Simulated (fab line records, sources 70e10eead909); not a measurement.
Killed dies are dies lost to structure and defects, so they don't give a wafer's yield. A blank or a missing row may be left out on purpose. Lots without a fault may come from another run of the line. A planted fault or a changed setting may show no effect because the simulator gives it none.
A struck lot beside a sound one | flow nand_harc | 14 steps out of a route of 1159
Sound: wafers L607.3, L607.4, L607.6. Struck: wafers L615.2, L615.6. The cause comes at the end.
At each step with rows: each side's tool, then ch and its chambers, then its first start. Under that, the readings that differ: sound wafers | struck wafers | difference of the means | sigmas: that difference in standard deviations of wafers without a fault.
alike: readings whose means differ by less than 2 such deviations, and words and numbers that are the same on both sides. not compared: withheld readings, readings that some wafer has no value for, bounds like >300 that may hide the same value, and numbers for which the record gives no deviation and whose values overlap.
The two part at a step that has a row with sigmas, a row that says differs or no value, or rows on one side only. Numbers that don't overlap but have no deviation are shown without sigmas and don't part them. A reading that every wafer of one side lacks parts them only if that side has two wafers or more.

first, 9 steps without rows for these wafers: NHARC_A_STAIRCASE_DEHYDRATE_209 (time 120 s); NHARC_A_STAIRCASE_HMDS_210 (time 30 s); NHARC_A_STAIRCASE_COAT_211; NHARC_A_STAIRCASE_SOFTBAKE_212 (time 170 s); NHARC_A_STAIRCASE_EBR_213; NHARC_A_STAIRCASE_EXPOSE_214 (exposes mask STAIR 3); NHARC_A_STAIRCASE_PEB_215 (peb time 130 s); NHARC_A_STAIRCASE_DEVELOP_216 (time 140 s); NHARC_A_STAIRCASE_HARDBAKE_218 (time 140 s).
NHARC_A_STAIRCASE_DESCUM_219: chemistry O2, time 3 s.
  sound on rie_diel-02 ch 1,3, day 11 06:59; struck on rie_diel-07 ch 3, day 13 07:10
  reading               | sound             | struck      | difference | sigmas
  oes_product_au (a.u.) | 0.991 0.997 0.987 | 1.007 1.009 | +0.016     | +2
  alike: drypump_motor_current_A, mfc_ar_sccm, rf_vpp_V, showerhead_plenum_p_Torr, throttle_valve_pct
  not compared: rf_hours_counter_h
NHARC_A_STAIRCASE_TRIM_220: chemistry O2, time 211.2 s.
  sound on rie_diel-02 ch 0,1,2, day 11 07:16; struck on rie_diel-07 ch 0,1, day 13 07:17
  alike: drypump_motor_current_A, mfc_ar_sccm, oes_product_au, rf_vpp_V, showerhead_plenum_p_Torr, throttle_valve_pct
  not compared: rf_hours_counter_h
NHARC_A_STAIRCASE_ETCH_221: etches the open film in C4F8/O2, target depth 100 nm, time 40.5 s.
  sound on rie_diel-02 ch 0,1,3, day 11 07:25; struck on rie_diel-07 ch 0, day 13 07:25
  reading               | sound             | struck      | difference | sigmas
  oes_product_au (a.u.) | 0.915 0.922 0.930 | 1.063 1.066 | +0.142     | +10
  alike: rf_vpp_V
  not compared: rf_hours_counter_h
NHARC_A_STAIRCASE_TRIM_222: chemistry O2, time 211.2 s.
  sound on rie_diel-02 ch 0,2; struck on rie_diel-07 ch 1,2
  alike: drypump_motor_current_A, mfc_ar_sccm, oes_product_au, rf_vpp_V, showerhead_plenum_p_Torr, throttle_valve_pct
  not compared: rf_hours_counter_h
-- the record jumps here: 8 days lie between the struck wafers' starts before and after (it left off in module A_STAIRCASE and takes up again in module END, whose first step shown is number 1159 of the route) --
NHARC_END_SORT_01:
  the record has rows for the struck wafers here (prober-02 ch 0, day 21 14:43) and none for the sound ones

WHERE THEY PART
First at NHARC_A_STAIRCASE_DESCUM_219; last, within this record, at NHARC_END_SORT_01.

WHY: what the simulator had put in
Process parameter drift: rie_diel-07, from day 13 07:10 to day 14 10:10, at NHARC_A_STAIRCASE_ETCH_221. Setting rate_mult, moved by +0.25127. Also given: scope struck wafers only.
